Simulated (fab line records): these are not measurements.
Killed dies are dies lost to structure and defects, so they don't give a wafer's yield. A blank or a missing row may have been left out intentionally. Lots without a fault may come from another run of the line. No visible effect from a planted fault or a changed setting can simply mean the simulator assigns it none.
The tool behind it: which one? / flow nand_harc / 13 lots with 39 wafers sampled at 4 steps, on a route of 1159 steps

## WHAT THE GAUGES READ, wafer by wafer
NHARC_THIN_TSV_CD_MEAS_37.
lot=L282; measured=day 18 22:19; on=cd_sem-02; cd_nm (nm)=4998.9 5002.7 4999.6
lot=L284; measured=day 19 01:09; on=cd_sem-02; cd_nm (nm)=5001.5 5002.7 4997.8
lot=L283; measured=day 19 02:14; on=cd_sem-02; cd_nm (nm)=5001.1 4995.8 4999.2
lot=L286; measured=day 19 11:10; on=cd_sem-03; cd_nm (nm)=4997.3 4995.7 4997.1
lot=L288; measured=day 20 00:29; on=cd_sem-03; cd_nm (nm)=4998.2 4998.9 4997.4
lot=L287; measured=day 20 01:38; on=cd_sem-02; cd_nm (nm)=4999.5 5000.5 5002.2
lot=L289; measured=day 20 12:01; on=cd_sem-02; cd_nm (nm)=5001.3 5000.1 5000.4
lot=L296; measured=day 23 00:26; on=cd_sem-02; cd_nm (nm)=5002.1 4999.2 5007.0
lot=L301; measured=day 23 20:46; on=cd_sem-03; cd_nm (nm)=4997.4 4997.9 4999.4
lot=L303; measured=day 24 04:53; on=cd_sem-02; cd_nm (nm)=5002.3 4998.4 4997.5
lot=L302; measured=day 24 06:08; on=cd_sem-01; cd_nm (nm)=5001.0 4999.9 4999.4
lot=L305; measured=day 24 12:25; on=cd_sem-02; cd_nm (nm)=4998.3 4997.2 4996.0
lot=L304; measured=day 25 07:47; on=cd_sem-02; cd_nm (nm)=4997.5 4996.9 5000.2

NHARC_THIN_TSV_INSPECT_40.
lot=L282; measured=day 19 01:27; on=defect_inspect-01; raw_defect_count=479 513 572
lot=L284; measured=day 19 05:35; on=defect_inspect-02; raw_defect_count=397 424 352
lot=L283; measured=day 19 05:35; on=defect_inspect-01; raw_defect_count=476 522 483
lot=L286; measured=day 19 15:22; on=defect_inspect-02; raw_defect_count=384 471 444
lot=L288; measured=day 20 04:41; on=defect_inspect-02; raw_defect_count=368 386 399
lot=L287; measured=day 20 04:41; on=defect_inspect-01; raw_defect_count=570 476 441
lot=L289; measured=day 20 16:13; on=defect_inspect-02; raw_defect_count=510 384 416
lot=L296; measured=day 23 03:27; on=defect_inspect-01; raw_defect_count=600 442 598
lot=L301; measured=day 23 23:16; on=defect_inspect-02; raw_defect_count=516 599 502
lot=L303; measured=day 24 12:32; on=defect_inspect-01; raw_defect_count=637 556 546
lot=L302; measured=day 24 12:32; on=defect_inspect-02; raw_defect_count=479 365 567
lot=L305; measured=day 24 17:20; on=defect_inspect-02; raw_defect_count=476 513 466
lot=L304; measured=day 25 11:08; on=defect_inspect-02; raw_defect_count=431 511 437

## EACH LOT AND THE TOOL THAT RAN IT (in order: tool; ch and the chambers of the sampled wafers; start)
lot=L282; NHARC_THIN_TSV_STRIP_62=plasma_asher-02 ch 0,1, day 18 17:32; NHARC_THIN_TSV_ETCH_59=rie_metal-02 ch 0,1, day 18 21:11
lot=L284; NHARC_THIN_TSV_STRIP_62=plasma_asher-02 ch 0,1, day 18 20:26; NHARC_THIN_TSV_ETCH_59=rie_metal-02 ch 0,1, day 18 23:56
lot=L283; NHARC_THIN_TSV_STRIP_62=plasma_asher-02 ch 0,1, day 18 21:36; NHARC_THIN_TSV_ETCH_59=rie_metal-03 ch 0,1, day 19 01:05
lot=L286; NHARC_THIN_TSV_STRIP_62=plasma_asher-02 ch 0,1, day 19 05:52; NHARC_THIN_TSV_ETCH_59=rie_metal-02 ch 0,1, day 19 10:01
lot=L288; NHARC_THIN_TSV_STRIP_62=plasma_asher-01 ch 0,1, day 19 19:25; NHARC_THIN_TSV_ETCH_59=rie_metal-01 ch 0,1, day 19 22:53
lot=L287; NHARC_THIN_TSV_STRIP_62=plasma_asher-01 ch 0,1, day 19 19:50; NHARC_THIN_TSV_ETCH_59=rie_metal-02 ch 0,1, day 19 23:39
lot=L289; NHARC_THIN_TSV_STRIP_62=plasma_asher-02 ch 0,1, day 20 07:24; NHARC_THIN_TSV_ETCH_59=rie_metal-03 ch 0,1, day 20 10:55
lot=L296; NHARC_THIN_TSV_STRIP_62=plasma_asher-01 ch 0,1, day 22 19:43; NHARC_THIN_TSV_ETCH_59=rie_metal-03 ch 0,1, day 22 23:20
lot=L301; NHARC_THIN_TSV_STRIP_62=plasma_asher-01 ch 0,1, day 23 16:10; NHARC_THIN_TSV_ETCH_59=rie_metal-02 ch 0,1, day 23 19:37
lot=L303; NHARC_THIN_TSV_STRIP_62=plasma_asher-01 ch 0,1, day 24 00:08; NHARC_THIN_TSV_ETCH_59=rie_metal-01 ch 0,1, day 24 03:45
lot=L302; NHARC_THIN_TSV_STRIP_62=plasma_asher-01 ch 0,1, day 24 01:25; NHARC_THIN_TSV_ETCH_59=rie_metal-01 ch 0,1, day 24 05:02
lot=L305; NHARC_THIN_TSV_STRIP_62=plasma_asher-01 ch 0,1, day 24 07:41; NHARC_THIN_TSV_ETCH_59=rie_metal-02 ch 0,1, day 24 11:19
lot=L304; NHARC_THIN_TSV_STRIP_62=plasma_asher-01 ch 0,1, day 25 02:59; NHARC_THIN_TSV_ETCH_59=rie_metal-01 ch 0,1, day 25 06:31
- NHARC_THIN_TSV_STRIP_62: strips in N2/H2, time 20 s.
- NHARC_THIN_TSV_ETCH_59: etches the open film in Cl2/BCl3, target depth 880 nm, time 138.1 s.

## WHAT THE TOOLS THEMSELVES READ (means of the sampled wafers that have a number; where no wafer has one, the mark that the record gives instead)
NHARC_THIN_TSV_STRIP_62.
lot=L282; tool=plasma_asher-02; drypump_motor_current_A (A)=5.5; heater_power_w (W)=362
lot=L284; tool=plasma_asher-02; drypump_motor_current_A (A)=5.5; heater_power_w (W)=363
lot=L283; tool=plasma_asher-02; drypump_motor_current_A (A)=5.6; heater_power_w (W)=355
lot=L286; tool=plasma_asher-02; drypump_motor_current_A (A)=5.5; heater_power_w (W)=363
lot=L288; tool=plasma_asher-01; drypump_motor_current_A (A)=6.3; heater_power_w (W)=320
lot=L287; tool=plasma_asher-01; drypump_motor_current_A (A)=6.3; heater_power_w (W)=324
lot=L289; tool=plasma_asher-02; drypump_motor_current_A (A)=5.5; heater_power_w (W)=364
lot=L296; tool=plasma_asher-01; drypump_motor_current_A (A)=6.1; heater_power_w (W)=309
lot=L301; tool=plasma_asher-01; drypump_motor_current_A (A)=6.3; heater_power_w (W)=312
lot=L303; tool=plasma_asher-01; drypump_motor_current_A (A)=6.3; heater_power_w (W)=311
lot=L302; tool=plasma_asher-01; drypump_motor_current_A (A)=6.0; heater_power_w (W)=311
lot=L305; tool=plasma_asher-01; drypump_motor_current_A (A)=6.4; heater_power_w (W)=318
lot=L304; tool=plasma_asher-01; drypump_motor_current_A (A)=6.3; heater_power_w (W)=318

NHARC_THIN_TSV_ETCH_59.
lot=L282; tool=rie_metal-02; chamber_pressure_mTorr (mTorr)=10.006; drypump_motor_current_A (A)=5.5; oes_product_au (a.u.)=0.999; throttle_valve_pct (%)=22.269
lot=L284; tool=rie_metal-02; chamber_pressure_mTorr (mTorr)=10.005; drypump_motor_current_A (A)=5.5; oes_product_au (a.u.)=1.002; throttle_valve_pct (%)=22.264
lot=L283; tool=rie_metal-03; chamber_pressure_mTorr (mTorr)=10.003; drypump_motor_current_A (A)=5.7; oes_product_au (a.u.)=0.999; throttle_valve_pct (%)=22.271
lot=L286; tool=rie_metal-02; chamber_pressure_mTorr (mTorr)=10.001; drypump_motor_current_A (A)=5.3; oes_product_au (a.u.)=0.994; throttle_valve_pct (%)=22.262
lot=L288; tool=rie_metal-01; chamber_pressure_mTorr (mTorr)=9.998; drypump_motor_current_A (A)=5.8; oes_product_au (a.u.)=1.000; throttle_valve_pct (%)=22.262
lot=L287; tool=rie_metal-02; chamber_pressure_mTorr (mTorr)=10.001; drypump_motor_current_A (A)=5.5; oes_product_au (a.u.)=0.990; throttle_valve_pct (%)=22.260
lot=L289; tool=rie_metal-03; chamber_pressure_mTorr (mTorr)=9.990; drypump_motor_current_A (A)=5.8; oes_product_au (a.u.)=0.999; throttle_valve_pct (%)=22.262
lot=L296; tool=rie_metal-03; chamber_pressure_mTorr (mTorr)=10.000; drypump_motor_current_A (A)=6.2; oes_product_au (a.u.)=0.987; throttle_valve_pct (%)=22.273
lot=L301; tool=rie_metal-02; chamber_pressure_mTorr (mTorr)=10.001; drypump_motor_current_A (A)=5.5; oes_product_au (a.u.)=0.997; throttle_valve_pct (%)=22.266
lot=L303; tool=rie_metal-01; chamber_pressure_mTorr (mTorr)=10.001; drypump_motor_current_A (A)=5.8; oes_product_au (a.u.)=1.001; throttle_valve_pct (%)=22.259
lot=L302; tool=rie_metal-01; chamber_pressure_mTorr (mTorr)=9.996; drypump_motor_current_A (A)=5.8; oes_product_au (a.u.)=1.006; throttle_valve_pct (%)=22.270
lot=L305; tool=rie_metal-02; chamber_pressure_mTorr (mTorr)=10.002; drypump_motor_current_A (A)=5.2; oes_product_au (a.u.)=1.008; throttle_valve_pct (%)=22.259
lot=L304; tool=rie_metal-01; chamber_pressure_mTorr (mTorr)=10.002; drypump_motor_current_A (A)=6.1; oes_product_au (a.u.)=0.995; throttle_valve_pct (%)=22.258

## THE ANSWER, worked out from the rows above alone
Rule: what is usual is taken from the lots themselves. Put in order of their means at a reading, lots are off if they are a third of the lots or fewer, leave a main group of 4 or more, and stand apart from it by a gap of 3 or more times the standard deviation of the main group's means; of several such gaps the widest counts. Not used: any main group whose means are identical at the precision the tables above print for the reading. A lot without any number at a reading at which 4 lots or more have one is off too. The other lots that the step has rows for count as sound. First the gauges in route order, then the tools' own readings, where a lot's mean is used as printed above. The first step at which some lot is off is used, and at that step the reading that is off furthest; a lot without a number counts as furthest.
None of the lots is off at any reading shown; this tells nothing.

## WHAT WAS PUT IN BY THE SIMULATOR
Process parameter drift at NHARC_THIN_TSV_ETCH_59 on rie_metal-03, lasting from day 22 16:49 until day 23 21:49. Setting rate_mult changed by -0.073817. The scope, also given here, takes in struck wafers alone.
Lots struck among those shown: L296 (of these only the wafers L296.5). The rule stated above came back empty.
